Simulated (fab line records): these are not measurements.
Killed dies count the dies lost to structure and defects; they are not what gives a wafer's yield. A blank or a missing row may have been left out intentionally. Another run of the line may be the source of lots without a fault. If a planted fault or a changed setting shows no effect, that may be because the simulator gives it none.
Chamber matching | flow nand harc | NHARC_A_BONDPAD_STRIP_15 on rie diel-02 has 4 sister chambers
The step strips in O2. 24 wafers are shown with their chamber, then 12 later ones without.

WAFERS WITH THEIR CHAMBER
wafer  | chamber | showerhead plenum p Torr (Torr) | drypump motor current A (A) | oes product au (a.u.)
L077.2 | 2       | 3.41                            | 5.2                         | 1.000
L077.3 | 1       | 3.70                            | 6.9                         | 1.004
L077.4 | 0       | 3.61                            | 6.0                         | 0.996
L080.1 | 1       | 3.70                            | 6.8                         | 0.995
L080.5 | 1       | 3.70                            | 6.8                         | 1.002
L080.6 | 2       | 3.41                            | 5.2                         | 1.010
L079.3 | 1       | 3.70                            | 6.8                         | 0.996
L079.4 | 2       | 3.41                            | 5.2                         | 1.006
L079.5 | 2       | 3.41                            | 5.2                         | 0.994
L081.2 | 3       | 3.34                            | 5.6                         | 1.007
L081.4 | 2       | 3.41                            | 5.2                         | 1.009
L081.5 | 3       | 3.34                            | 5.6                         | 0.999
L086.1 | 1       | 3.70                            | 6.8                         | 0.998
L086.3 | 3       | 3.34                            | 5.6                         | 1.007
L086.4 | 2       | 3.41                            | 5.2                         | 1.007
L088.2 | 0       | 3.61                            | 6.0                         | 1.001
L088.3 | 2       | 3.41                            | 5.2                         | 1.007
L088.6 | 2       | 3.41                            | 5.2                         | 1.001
L087.1 | 2       | 3.40                            | 5.2                         | 1.003
L087.2 | 0       | 3.61                            | 6.0                         | 0.993
L087.4 | 3       | 3.34                            | 5.6                         | 1.000
L090.1 | 3       | 3.34                            | 5.6                         | 0.993
L090.3 | 1       | 3.70                            | 6.8                         | 0.991
L090.5 | 3       | 3.34                            | 5.6                         | 0.995

SIGNATURES (means of the wafers above)
reading                  | chamber 0 | chamber 1 | chamber 2 | chamber 3 | scatter within a chamber
showerhead plenum p Torr | 3.6100    | 3.7000    | 3.4089    | 3.3400    | 0.00211
drypump motor current A  | 6.000     | 6.817     | 5.200     | 5.600     | 0.0204
oes product au           | 0.99667   | 0.99767   | 1.00411   | 1.00017   | 0.00514
Rule: a wafer's distance from a chamber is the root of the sum, over the readings, of the square of ((its reading less the chamber's mean) divided by the reading's scatter). If the next closest chamber is less than 2 further off than the closest, the wafer can't be placed; otherwise it belongs to the closest. The scatter: take each reading less its chamber's mean, square it, sum over the shown wafers, divide by the number of wafers less the number of chambers, and take the root.

WAFERS WHOSE CHAMBER IS MISSING
wafer  | showerhead plenum p Torr (Torr) | drypump motor current A (A) | oes product au (a.u.)
L091.1 | 3.40                            | 5.2                         | 1.004
L091.3 | 3.70                            | 6.8                         | 1.000
L091.6 | 3.70                            | 6.8                         | 1.009
L092.1 | 3.70                            | 6.8                         | 1.001
L092.2 | 3.60                            | 6.0                         | 1.003
L092.3 | 3.33                            | 5.6                         | 0.999
L094.1 | 3.61                            | 6.0                         | 0.994
L094.4 | 3.33                            | 5.6                         | 0.998
L094.6 | 3.70                            | 6.8                         | 0.993
L097.1 | 3.70                            | 6.8                         | 1.009
L097.4 | 3.60                            | 6.0                         | 0.989
L097.5 | 3.33                            | 5.5                         | 0.992

CHAMBER TAKEN BY EACH
wafer  | from the rows above | in truth
L091.1 | 2                   | 2
L091.3 | 1                   | 1
L091.6 | 1                   | 1
L092.1 | 1                   | 1
L092.2 | 0                   | 0
L092.3 | 3                   | 3
L094.1 | 0                   | 0
L094.4 | 3                   | 3
L094.6 | 1                   | 1
L097.1 | 1                   | 1
L097.4 | 0                   | 0
L097.5 | 3                   | 3
12 of 12 placed correctly. From these rows, 0 cannot be placed. 0 placed wrongly.
